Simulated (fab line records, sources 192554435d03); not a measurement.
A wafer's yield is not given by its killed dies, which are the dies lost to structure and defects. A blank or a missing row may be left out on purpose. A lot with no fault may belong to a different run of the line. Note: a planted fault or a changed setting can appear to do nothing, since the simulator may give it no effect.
Split-lot trial || flow n5 finfet || 39 wafers read from 7 lots, route of 1938 steps

== THE SPLIT ITSELF ==
At N5_BEOL_M15_ILD_DEP_00 (deposits SiO2 from TEOS/O2, target thk 1629.3 nm, time 346.1 s), the setting time s was moved away from the recipe's 346.1 s on 12 of the 39 wafers read, by -41.0% to +55.8%. All remaining wafers had this setting at the recipe value.

The file shows no step between the split and the reading.

== THE READING ==
M15_ILD_THK at N5_BEOL_M15_THK_MEAS_01, in nm. A value of 1623 nm with a standard deviation of 24 nm is what fault-free wafers of this fab line usually give.

{"wafer": "L075.1", "tool, chamber at the split": "pecvd-01, 2", "time s as run, s": 346.1, "against the recipe": "recipe", "M15_ILD_THK, nm": 1612, "against lot-mates on the recipe": "-"}
{"wafer": "L075.2", "tool, chamber at the split": "pecvd-01, 0", "time s as run, s": 346.1, "against the recipe": "recipe", "M15_ILD_THK, nm": 1587, "against lot-mates on the recipe": "-"}
{"wafer": "L075.3", "tool, chamber at the split": "pecvd-01, 2", "time s as run, s": 346.1, "against the recipe": "recipe", "M15_ILD_THK, nm": 1613, "against lot-mates on the recipe": "-"}
{"wafer": "L075.4", "tool, chamber at the split": "pecvd-01, 0", "time s as run, s": 346.1, "against the recipe": "recipe", "M15_ILD_THK, nm": 1610, "against lot-mates on the recipe": "-"}
{"wafer": "L075.5", "tool, chamber at the split": "pecvd-01, 0", "time s as run, s": 346.1, "against the recipe": "recipe", "M15_ILD_THK, nm": 1627, "against lot-mates on the recipe": "-"}
{"wafer": "L075.6", "tool, chamber at the split": "pecvd-01, 2", "time s as run, s": 346.1, "against the recipe": "recipe", "M15_ILD_THK, nm": 1627, "against lot-mates on the recipe": "-"}
{"wafer": "L079.1", "tool, chamber at the split": "pecvd-01, 0", "time s as run, s": 346.1, "against the recipe": "recipe", "M15_ILD_THK, nm": 1596, "against lot-mates on the recipe": "-"}
{"wafer": "L079.2", "tool, chamber at the split": "pecvd-01, 1", "time s as run, s": 346.1, "against the recipe": "recipe", "M15_ILD_THK, nm": 1638, "against lot-mates on the recipe": "-"}
{"wafer": "L079.3", "tool, chamber at the split": "pecvd-01, 2", "time s as run, s": 346.1, "against the recipe": "recipe", "M15_ILD_THK, nm": 1607, "against lot-mates on the recipe": "-"}
{"wafer": "L079.4", "tool, chamber at the split": "pecvd-01, 2", "time s as run, s": 346.1, "against the recipe": "recipe", "M15_ILD_THK, nm": 1649, "against lot-mates on the recipe": "-"}
{"wafer": "L079.5", "tool, chamber at the split": "pecvd-01, 0", "time s as run, s": 346.1, "against the recipe": "recipe", "M15_ILD_THK, nm": 1643, "against lot-mates on the recipe": "-"}
{"wafer": "L079.6", "tool, chamber at the split": "pecvd-01, 1", "time s as run, s": 346.1, "against the recipe": "recipe", "M15_ILD_THK, nm": 1664, "against lot-mates on the recipe": "-"}
{"wafer": "L077.1", "tool, chamber at the split": "pecvd-04, 2", "time s as run, s": 346.1, "against the recipe": "recipe", "M15_ILD_THK, nm": 1641, "against lot-mates on the recipe": "-"}
{"wafer": "L077.3", "tool, chamber at the split": "pecvd-04, 0", "time s as run, s": 346.1, "against the recipe": "recipe", "M15_ILD_THK, nm": 1633, "against lot-mates on the recipe": "-"}
{"wafer": "L077.6", "tool, chamber at the split": "pecvd-04, 2", "time s as run, s": 346.1, "against the recipe": "recipe", "M15_ILD_THK, nm": 1637, "against lot-mates on the recipe": "-"}
{"wafer": "L083.1", "tool, chamber at the split": "pecvd-01, 0", "time s as run, s": 539.3, "against the recipe": "+55.8%", "M15_ILD_THK, nm": 2482, "against lot-mates on the recipe": "+869"}
{"wafer": "L083.2", "tool, chamber at the split": "pecvd-01, 1", "time s as run, s": 346.1, "against the recipe": "recipe", "M15_ILD_THK, nm": 1600, "against lot-mates on the recipe": "-"}
{"wafer": "L083.3", "tool, chamber at the split": "pecvd-01, 2", "time s as run, s": 539.3, "against the recipe": "+55.8%", "M15_ILD_THK, nm": 2483, "against lot-mates on the recipe": "+870"}
{"wafer": "L083.4", "tool, chamber at the split": "pecvd-01, 1", "time s as run, s": 346.1, "against the recipe": "recipe", "M15_ILD_THK, nm": 1628, "against lot-mates on the recipe": "-"}
{"wafer": "L083.5", "tool, chamber at the split": "pecvd-01, 2", "time s as run, s": 346.1, "against the recipe": "recipe", "M15_ILD_THK, nm": 1612, "against lot-mates on the recipe": "-"}
{"wafer": "L083.6", "tool, chamber at the split": "pecvd-01, 0", "time s as run, s": 539.3, "against the recipe": "+55.8%", "M15_ILD_THK, nm": 2505, "against lot-mates on the recipe": "+892"}
{"wafer": "L091.1", "tool, chamber at the split": "pecvd-01, 1", "time s as run, s": 346.1, "against the recipe": "recipe", "M15_ILD_THK, nm": 1627, "against lot-mates on the recipe": "-"}
{"wafer": "L091.2", "tool, chamber at the split": "pecvd-01, 2", "time s as run, s": 441.4, "against the recipe": "+27.5%", "M15_ILD_THK, nm": 2054, "against lot-mates on the recipe": "+451"}
{"wafer": "L091.3", "tool, chamber at the split": "pecvd-01, 0", "time s as run, s": 346.1, "against the recipe": "recipe", "M15_ILD_THK, nm": 1579, "against lot-mates on the recipe": "-"}
{"wafer": "L091.4", "tool, chamber at the split": "pecvd-01, 2", "time s as run, s": 441.4, "against the recipe": "+27.5%", "M15_ILD_THK, nm": 2069, "against lot-mates on the recipe": "+466"}
{"wafer": "L091.5", "tool, chamber at the split": "pecvd-01, 1", "time s as run, s": 441.4, "against the recipe": "+27.5%", "M15_ILD_THK, nm": 2103, "against lot-mates on the recipe": "+500"}
{"wafer": "L091.6", "tool, chamber at the split": "pecvd-01, 0", "time s as run, s": 346.1, "against the recipe": "recipe", "M15_ILD_THK, nm": 1603, "against lot-mates on the recipe": "-"}
{"wafer": "L092.1", "tool, chamber at the split": "pecvd-01, 2", "time s as run, s": 260, "against the recipe": "-24.9%", "M15_ILD_THK, nm": 1221, "against lot-mates on the recipe": -415}
{"wafer": "L092.2", "tool, chamber at the split": "pecvd-01, 1", "time s as run, s": 346.1, "against the recipe": "recipe", "M15_ILD_THK, nm": 1640, "against lot-mates on the recipe": "-"}
{"wafer": "L092.3", "tool, chamber at the split": "pecvd-01, 0", "time s as run, s": 260, "against the recipe": "-24.9%", "M15_ILD_THK, nm": 1227, "against lot-mates on the recipe": -409}
{"wafer": "L092.4", "tool, chamber at the split": "pecvd-01, 2", "time s as run, s": 346.1, "against the recipe": "recipe", "M15_ILD_THK, nm": 1638, "against lot-mates on the recipe": "-"}
{"wafer": "L092.5", "tool, chamber at the split": "pecvd-01, 1", "time s as run, s": 260, "against the recipe": "-24.9%", "M15_ILD_THK, nm": 1238, "against lot-mates on the recipe": -398}
{"wafer": "L092.6", "tool, chamber at the split": "pecvd-01, 0", "time s as run, s": 346.1, "against the recipe": "recipe", "M15_ILD_THK, nm": 1631, "against lot-mates on the recipe": "-"}
{"wafer": "L094.1", "tool, chamber at the split": "pecvd-01, 0", "time s as run, s": 346.1, "against the recipe": "recipe", "M15_ILD_THK, nm": 1572, "against lot-mates on the recipe": "-"}
{"wafer": "L094.2", "tool, chamber at the split": "pecvd-01, 2", "time s as run, s": 204.1, "against the recipe": "-41.0%", "M15_ILD_THK, nm": 937, "against lot-mates on the recipe": -671}
{"wafer": "L094.3", "tool, chamber at the split": "pecvd-01, 0", "time s as run, s": 204.1, "against the recipe": "-41.0%", "M15_ILD_THK, nm": 935, "against lot-mates on the recipe": -673}
{"wafer": "L094.4", "tool, chamber at the split": "pecvd-01, 2", "time s as run, s": 346.1, "against the recipe": "recipe", "M15_ILD_THK, nm": 1627, "against lot-mates on the recipe": "-"}
{"wafer": "L094.5", "tool, chamber at the split": "pecvd-01, 2", "time s as run, s": 346.1, "against the recipe": "recipe", "M15_ILD_THK, nm": 1625, "against lot-mates on the recipe": "-"}
{"wafer": "L094.6", "tool, chamber at the split": "pecvd-01, 0", "time s as run, s": 204.1, "against the recipe": "-41.0%", "M15_ILD_THK, nm": 938, "against lot-mates on the recipe": -670}

FIT RESULTS
A straight line over all 39 wafers: M15_ILD_THK changes by +16 nm for each +1% of time s; r = +1.00; the points scatter about the line by 22 nm.
The same after taking each lot's own level away (the mean of its wafers on the recipe; 39 wafers): +16.1 nm for each +1%; r = +1.00; scatter 20 nm.
That fit puts the effect of the largest move of time s on the reading at 9e+02 nm.
The span of the lots' own levels, 1603.0 to 1637.0 nm, comes to 1.4 times the standard deviation stated above.
The two slopes agree, so the slope changes little with the lot-to-lot level.
Check: for one of the wafers moved furthest among these (+55.8%), held out of the fit, the line's prediction against its lot-mates is +907 nm. It came out at +869 nm against them.

== OTHER SPLITS ON THESE WAFERS ==
Other splits were also applied to these wafers ahead of the reading. Each is held against what the fit with the lots' levels taken away leaves over:
{"other split on the same wafers": "N5_BEOL_M8_TRENCH_ETCH_37 time s", "wafers away from the commonest value": 9, "r with M15_ILD_THK (lot level and that fit taken away)": -0.21}

== THE WHOLE CHAIN: every reading that the file lists as answering this split, in the file's order ==
{"step": "N5_BEOL_M15_ILD_DEP_00", "what it does": "deposits SiO2 from TEOS/O2, target thk 1629.3 nm, time 346.1 s", "reading": "SiO2_of_BEOL_M15_ILD_DEP_00.thk nm (the simulator's own value, which no gauge read)", "change (the file's fit)": "+16.1 nm for each +1% of the setting", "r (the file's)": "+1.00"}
{"step": "N5_BEOL_M15_THK_MEAS_01", "what it does": "", "reading": "M15_ILD_THK", "change (the file's fit)": "+16.1 for each +1% of the setting", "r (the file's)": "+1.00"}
{"step": "N5_BEOL_M15_VIA_ETCH_16", "what it does": "etches SiO2 in C4F8/O2/Ar, target depth 1792.2 nm", "reading": "etch.depth nm (the simulator's own value, which no gauge read)", "change (the file's fit)": "+16.1 nm for each +1% of the setting", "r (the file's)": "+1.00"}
{"step": "N5_BEOL_M15_VIA_ETCH_16", "what it does": "etches SiO2 in C4F8/O2/Ar, target depth 1792.2 nm", "reading": "coat_of_BEOL_M15_COAT_04.thk nm (the simulator's own value, which no gauge read)", "change (the file's fit)": "-3.67 nm for each +1% of the setting", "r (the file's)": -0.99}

== FILE'S OWN FIT ==
M15_ILD_THK changes by +16.1 nm for each +1% of time s, r = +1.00.
